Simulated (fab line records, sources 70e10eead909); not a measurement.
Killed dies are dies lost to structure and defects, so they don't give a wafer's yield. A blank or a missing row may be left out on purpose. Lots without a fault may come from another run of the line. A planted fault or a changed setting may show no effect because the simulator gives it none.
fab line records | flow nand_harc
record lots=13 wafers=39 last_day=34
route steps=1302 shown A_ZERO_WELL@412 A_ONON_D1@424
lots that met no fault: from a run of the same line without faults
start_h: hours from the record's first day to the start of the lot's first wafer shown | wait_h: hours since the lot's step before | " the same as in the row above | L1.1+2: a row that stands for several wafers | - no value, or no start given | * or withheld: withheld | < > ~ a bound
route shown NAME@n: a module of which the file shows steps, and the number in the route of the first | usual: mean/standard deviation of fault-free wafers | same: alike in all rows | chamber/n: place in a boat | sites: the reading at each site | _std_site: their standard deviation | _edge_site: outer sites' mean less inner sites' | radius_mm: how far each site lies from the wafer's centre | mask NAME#n: copy n | behind: the tool/chamber that last shaped the wafer | hold: why the lot was held/for how many hours/how that ended | device: the transistor (n, p or np) that didn't switch | end of line: the same wafers' tests at the end of the route | a step without rows: its recipe alone | killed: dies lost to structure and defects at the first sort, not the wafer's yield | map: a wafer's dies, x killed, . not, _ none there
set.NAME: the setting as run; set.NAME@STEP: as run at that earlier step | model.NAME: the simulator's own value behind a step, which no gauge read
steps of the route over a sample of lots; a table a step, a row a wafer
services: from which hour (start_h, from the record's first day; less than 0 if before it) a tool's chamber was out of use, for how many hours, and why
## steps
# step NHARC_A_ZERO_WELL_INSPECT_17
# usual raw_defect_count=11/5.6
# columns lot.wafer tool chamber start_h wait_h raw_defect_count
L620.4 defect_inspect-02 - 139.80 0.1 7
L620.5 " - " " 37
L620.6 " - " " 17
L622.2 defect_inspect-02 - 157.15 0.1 14
L622.4 " - " " 20
L622.5 " - " " 8
L621.2 defect_inspect-01 - 157.33 0.1 16
L621.3 " - " " 17
L621.5 " - " " 13
L625.1 defect_inspect-01 - 188.35 0.2 6
L625.2 " - " " 5
L625.4 " - " " 7
L628.1 defect_inspect-02 - 215.46 0.2 4
L628.3 " - " " 8
L628.6 " - " " 10
L627.1 defect_inspect-02 - 216.22 0.2 19
L627.3 " - " " 17
L627.4 " - " " 16
L630.2 defect_inspect-02 - 238.50 0.1 20
L630.5 " - " " 10
L630.6 " - " " 6
L631.1 defect_inspect-01 - 247.32 0.2 9
L631.2 " - " " 16
L631.3 " - " " 18
L632.3 defect_inspect-02 - 257.45 0.1 19
L632.4 " - " " 5
L632.6 " - " " 8
L633.2 defect_inspect-01 - 270.56 0.1 14
L633.5 " - " " 20
L633.6 " - " " 8
L635.2 defect_inspect-01 - 289.36 0.1 14
L635.4 " - " " 10
L635.5 " - " " 21
L640.2 defect_inspect-01 - 340.00 0.1 4
L640.4 " - " " 13
L640.6 " - " " 5
L642.1 defect_inspect-02 - 366.82 0.2 8
L642.2 " - " " 6
L642.3 " - " " 13
# step NHARC_A_ONON_D1_DEP_00
# recipe target_thk_a=10000 n2_flow_sccm=2750 n2o_flow_sccm=2000 nh3_flow_sccm=500 sih4_flow_sccm=210 temp_c=400
# usual nh3_flow_sccm=500.6/1.4
# columns lot.wafer tool chamber start_h wait_h nh3_flow_sccm
L620.4 pecvd_onon-04 0 159.35 0.2 499.5
L620.5 " 0 " " 496.8
L620.6 " 0 " " 499.1
L622.2 pecvd_onon-02 0 177.64 0.1 499.5
L622.4 " 0 " " 501.2
L622.5 " 0 " " 501.6
L621.2 pecvd_onon-04 0 177.64 0.1 500.4
L621.3 " 0 " " 499.5
L621.5 " 0 " " 500.5
L625.1 pecvd_onon-04 0 208.13 0.1 500.4
L625.2 " 0 " " 499.1
L625.4 " 0 " " 499.2
L628.1 pecvd_onon-02 0 235.83 0.1 500.1
L628.3 " 0 " " 500.4
L628.6 " 0 " " 500.8
L627.1 pecvd_onon-04 0 235.83 0.1 501.4
L627.3 " 0 " " 503.6
L627.4 " 0 " " 501.3
L630.2 pecvd_onon-04 0 258.57 0.1 501.5
L630.5 " 0 " " 500.9
L630.6 " 0 " " 501.6
L631.1 pecvd_onon-04 0 267.32 0.1 499.0
L631.2 " 0 " " 502.1
L631.3 " 0 " " 499.8
L632.3 pecvd_onon-04 0 277.08 0.2 501.1
L632.4 " 0 " " 501.8
L632.6 " 0 " " 501.6
L633.2 pecvd_onon-04 0 290.97 0.1 502.2
L633.5 " 0 " " 501.4
L633.6 " 0 " " 499.6
L635.2 pecvd_onon-01 0 309.28 0.1 501.5
L635.4 " 0 " " 499.2
L635.5 " 0 " " 500.8
L640.2 pecvd_onon-04 0 364.29 0.1 504.2
L640.4 " 0 " " 503.7
L640.6 " 0 " " 502.4
L642.1 pecvd_onon-04 0 389.96 0.1 498.7
L642.2 " 0 " " 499.7
L642.3 " 0 " " 501.2
# step NHARC_A_ONON_D1_THK_MEAS_02
# recipe thk_meas_gauge=ellipsometry
# usual thk_nm=1001/11
# columns lot.wafer tool chamber start_h wait_h thk_nm
L620.4 film_metro-01 - 159.69 - 1007
L620.5 " - " " 1010
L620.6 " - " " 1008
L622.2 film_metro-01 - 178.09 - 1003
L622.4 " - " " 1005
L622.5 " - " " 1004
L621.2 film_metro-02 - 178.10 - 998
L621.3 " - " " 996
L621.5 " - " " 997
L625.1 film_metro-01 - 208.64 - 1005
L625.2 " - " " 1004
L625.4 " - " " 1004
L627.1 film_metro-02 - 236.33 - 997
L627.3 " - " " 998
L627.4 " - " " 1000
L628.1 film_metro-01 - 236.34 - 1014
L628.3 " - " " 1011
L628.6 " - " " 1013
L630.2 film_metro-02 - 259.02 - 1004
L630.5 " - " " 1003
L630.6 " - " " 1003
L631.1 film_metro-02 - 267.83 - 990
L631.2 " - " " 989
L631.3 " - " " 989
L632.3 film_metro-02 - 277.47 - 1016
L632.4 " - " " 1018
L632.6 " - " " 1019
L633.2 film_metro-01 - 291.43 - 1000
L633.5 " - " " 1001
L633.6 " - " " 1001
L635.2 film_metro-01 - 309.74 - 977
L635.4 " - " " 980
L635.5 " - " " 976
L640.2 film_metro-01 - 364.74 - 1048
L640.4 " - " " 1050
L640.6 " - " " 1006
L642.1 film_metro-02 - 390.47 - 1002
L642.2 " - " " 1043
L642.3 " - " " 1002
# step NHARC_A_ONON_D1_THK_MEAS_27
# recipe thk_meas_gauge=ellipsometry
# usual thk_nm=999/7.5
# columns lot.wafer tool chamber start_h wait_h thk_nm
L620.4 film_metro-02 - 171.73 - 999
L620.5 " - " " 997
L620.6 " - " " 997
L622.2 film_metro-02 - 190.67 - 987
L622.4 " - " " 986
L622.5 " - " " 985
L621.2 film_metro-02 - 191.01 - 991
L621.3 " - " " 990
L621.5 " - " " 990
L625.1 film_metro-01 - 220.34 - 993
L625.2 " - " " 992
L625.4 " - " " 991
L627.1 film_metro-01 - 251.67 - 1007
L627.3 " - " " 1006
L627.4 " - " " 1004
L628.1 film_metro-02 - 251.69 - 996
L628.3 " - " " 995
L628.6 " - " " 996
L630.2 film_metro-01 - 274.67 - 1004
L630.5 " - " " 1003
L630.6 " - " " 1002
L631.1 film_metro-01 - 279.63 - 1001
L631.2 " - " " 1004
L631.3 " - " " 1002
L632.3 film_metro-01 - 289.25 - 989
L632.4 " - " " 988
L632.6 " - " " 986
L633.2 film_metro-02 - 304.94 - 997
L633.5 " - " " 997
L633.6 " - " " 998
L635.2 film_metro-02 - 322.95 - 1007
L635.4 " - " " 1006
L635.5 " - " " 1005
L640.2 film_metro-01 - 378.33 - 1009
L640.4 " - " " 1006
L640.6 " - " " 1007
L642.1 film_metro-02 - 405.89 - 1013
L642.2 " - " " 1014
L642.3 " - " " 1013
# step NHARC_A_ONON_D1_DEP_33
# recipe target_thk_a=2000 temp_c=400 pressure_torr=6.5 rf_w=900 teos_flow_sccm=161.4 flow_sccm=2650 target_thk_nm=200 gas=O2 material=SiO2
# usual heater_power_w=598/110 throttle_valve_pct=16.2/0.74
# columns lot.wafer tool chamber start_h wait_h heater_power_w throttle_valve_pct
L620.6 pecvd-04 1 172.49 0.2 513 16.1
L620.4 " 2 " " 812 17.4
L620.5 " 0 " " 568 15.2
L622.2 pecvd-04 2 191.33 0.1 821 17.8
L622.5 " 1 " " 517 16.3
L622.4 " 2 " " 824 17.4
L621.3 pecvd-01 0 191.68 0.1 601 15.5
L621.2 " 1 " " 643 16.0
L621.5 " 2 " " 493 16.6
L625.1 pecvd-04 0 221.01 0.1 600 15.5
L625.2 " 1 " " 544 16.3
L625.4 " 2 " " 740 17.8
L627.3 pecvd-03 2 252.29 0.1 664 15.5
L627.1 " 1 " " 625 16.8
L627.4 " 1 " " 652 16.6
L628.1 pecvd-04 0 252.36 0.1 519 15.3
L628.3 " 1 " " 486 16.5
L628.6 " 2 " " 819 17.8
L630.2 pecvd-03 1 275.38 0.1 639 16.9
L630.5 " 0 " " 603 15.7
L630.6 " 1 " " 652 16.7
L631.1 pecvd-03 2 280.25 0.1 690 15.4
L631.2 " 0 " " 636 15.9
L631.3 " 0 " " 654 16.0
L632.3 pecvd-04 1 289.87 0.1 426 15.5
L632.4 " 1 " " 458 15.5
L632.6 " 0 " " 452 16.1
L633.2 pecvd-03 2 305.60 0.1 717 15.6
L633.6 " 2 " " 730 15.5
L633.5 " 0 " " 571 15.7
L635.2 pecvd-04 0 323.58 0.1 452 16.1
L635.5 " 0 " " 463 15.8
L635.4 " 1 " " 506 15.8
L640.2 pecvd-04 0 379.05 0.1 520 16.6
L640.6 " 1 " " 523 15.8
L640.4 " 2 " " 812 17.4
L642.1 pecvd-01 2 406.51 0.1 479 16.8
L642.3 " 0 " " 497 15.4
L642.2 " 1 " " 584 15.7
## services
# columns tool chamber start_h hours kind
pecvd-04 - 136.76 1.7 repair
pecvd-01 1 137.72 9.1 repair
pecvd-03 - 146.65 1.3 repair
pecvd-01 - 148.28 1.9 repair
pecvd-01 - 157.65 0.9 repair
pecvd-03 - 185.13 13.0 pm
pecvd-03 0 185.13 13.0 vent_cycle
pecvd-03 1 185.13 13.0 vent_cycle
pecvd_onon-02 - 185.57 13.0 pm
pecvd_onon-01 - 269.21 13.0 pm
pecvd-04 - 269.52 13.0 pm
pecvd-04 0 269.52 14.6 vent_cycle
pecvd-04 1 269.52 13.0 vent_cycle
pecvd-04 2 269.52 13.0 vent_cycle
pecvd-03 1 275.86 7.8 repair
pecvd-04 1 282.52 - clean
pecvd-04 2 282.52 - clean
pecvd-01 - 311.36 13.0 pm
pecvd_onon-04 - 311.84 13.0 pm
pecvd-03 0 327.13 10.3 repair
pecvd-03 - 366.13 13.0 pm
pecvd_onon-02 - 366.57 13.0 pm
pecvd-03 2 386.81 4.3 repair
pecvd_onon-01 - 389.10 10.2 repair
## key
first_sign step=NHARC_A_ONON_D1_THK_MEAS_02 reading=thk_nm direction=up sigmas=4.1 usual=1001 struck=1047
effect none on later readings
met_at NHARC_A_ONON_D1_DEP_00
struck_lots L640,L642
struck_wafers L640.2,L640.4,L642.2
tester_left_out L640,L642
not_acting_at NHARC_A_ZERO_WELL_INSPECT_17,NHARC_A_ONON_D1_THK_MEAS_27,NHARC_A_ONON_D1_DEP_33
onset_between 290.97 364.29
fault kind=process_parameter_drift tool=pecvd_onon-04 chamber=- onset_h=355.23 steps=NHARC_A_ONON_D1_DEP_00 channel=target_thk_a offset=* shape=step end_h=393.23 scope=struck_wafers_only acts_in=* stated=*
# tester_left_out: of these lots the tester's yield and bins aren't shown, on N5 and GAA mostly nor the transistor test; their killed dies are dies lost to structure and defects alone, not to doping, threshold or leakage, so they don't give the yield
